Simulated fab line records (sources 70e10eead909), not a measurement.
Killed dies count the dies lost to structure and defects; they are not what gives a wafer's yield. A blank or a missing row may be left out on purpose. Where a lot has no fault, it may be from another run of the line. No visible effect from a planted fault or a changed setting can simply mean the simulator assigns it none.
The tool behind it: which one? || flow nand harc || 6 lots, 18 wafers sampled, at 5 steps of a route of 1302

WHAT THE GAUGES SHOWED, per wafer
NHARC_END_SORT_01.
{"lot": "L438", "measured": "day 30 21:46", "on": "prober-02", "killed at other": "1 0 0"}
{"lot": "L440", "measured": "day 32 04:24", "on": "prober-01", "killed at other": "0 0 0"}
{"lot": "L443", "measured": "day 34 09:10", "on": "prober-02", "killed at other": "3 0 1"}

EACH LOT AND THE TOOL THAT RAN IT (in order: tool; ch and the chambers of the sampled wafers; start)
{"lot": "L422", "NHARC_A_BONDPAD_ETCH_34": "rie diel-12 ch 1,3, day 23 23:43", "NHARC_A_BONDPAD_STRIP_16": "wet bench-08 ch 4,6,7, day 24 00:20", "NHARC_A_BONDPAD_DEGAS_25": "pvd sputter-02, day 24 00:36", "NHARC_A_BONDPAD_PVD_27": "pvd sputter-02, no start"}
{"lot": "L425", "NHARC_A_BONDPAD_ETCH_34": "rie diel-12 ch 0,2, day 24 14:01", "NHARC_A_BONDPAD_STRIP_16": "wet bench-08 ch 1,2,7, day 24 14:37", "NHARC_A_BONDPAD_DEGAS_25": "pvd sputter-02, day 24 14:53", "NHARC_A_BONDPAD_PVD_27": "pvd sputter-02, no start"}
{"lot": "L436", "NHARC_A_BONDPAD_ETCH_34": "rie diel-12 ch 1,2,3, day 28 20:10", "NHARC_A_BONDPAD_STRIP_16": "wet bench-08 ch 2,3,5, day 28 20:46", "NHARC_A_BONDPAD_DEGAS_25": "pvd sputter-01, day 28 21:01", "NHARC_A_BONDPAD_PVD_27": "pvd sputter-01, no start"}
{"lot": "L438", "NHARC_A_BONDPAD_ETCH_34": "rie diel-03 ch 1,2,3, day 29 12:20", "NHARC_A_BONDPAD_STRIP_16": "wet bench-08 ch 1,2,5, day 29 12:56", "NHARC_A_BONDPAD_DEGAS_25": "pvd sputter-01, day 29 13:12", "NHARC_A_BONDPAD_PVD_27": "pvd sputter-01, day 30 21:46 or earlier"}
{"lot": "L440", "NHARC_A_BONDPAD_ETCH_34": "rie diel-12 ch 1,2,3, day 31 01:48", "NHARC_A_BONDPAD_STRIP_16": "wet bench-08 ch 3,4,5, day 31 02:24", "NHARC_A_BONDPAD_DEGAS_25": "pvd sputter-03, day 31 02:40", "NHARC_A_BONDPAD_PVD_27": "pvd sputter-03, day 32 04:24 or earlier"}
{"lot": "L443", "NHARC_A_BONDPAD_ETCH_34": "rie diel-11 ch 2,3, day 33 02:49", "NHARC_A_BONDPAD_STRIP_16": "wet bench-08 ch 3,4,5, day 33 03:26", "NHARC_A_BONDPAD_DEGAS_25": "pvd sputter-03, day 33 03:43", "NHARC_A_BONDPAD_PVD_27": "pvd sputter-03, day 34 09:10 or earlier"}
- NHARC_A_BONDPAD_ETCH_34: etches the open film in N2/H2, target depth 60 nm, overetch 18 nm, time 65.91 s.
- NHARC_A_BONDPAD_STRIP_16: strips in post etch residue remover, time 600 s.
- NHARC_A_BONDPAD_DEGAS_25: time 60 s.
- NHARC_A_BONDPAD_PVD_27: deposits Cu, target thk 30 nm, time 20.49 s.

THE ANSWER, worked out from the rows above alone
Rule: the usual values come from the lots themselves. The widest of any qualifying gaps counts: lots, ordered by their means at a reading, are off when they make up no more than a third of the lots, leave a main group of 4 or more, and stand apart from it by 3 or more times the standard deviation of that group's means. If all means in a main group match to the digits the tables above print for the reading, that group is not used. A lot without any number at a reading at which 4 lots or more have one is off too. Where the step has rows for the other lots, those lots are counted as sound.
Across all readings shown, no lot is off: no conclusion can be drawn from this.

WHAT WAS PUT IN BY THE SIMULATOR
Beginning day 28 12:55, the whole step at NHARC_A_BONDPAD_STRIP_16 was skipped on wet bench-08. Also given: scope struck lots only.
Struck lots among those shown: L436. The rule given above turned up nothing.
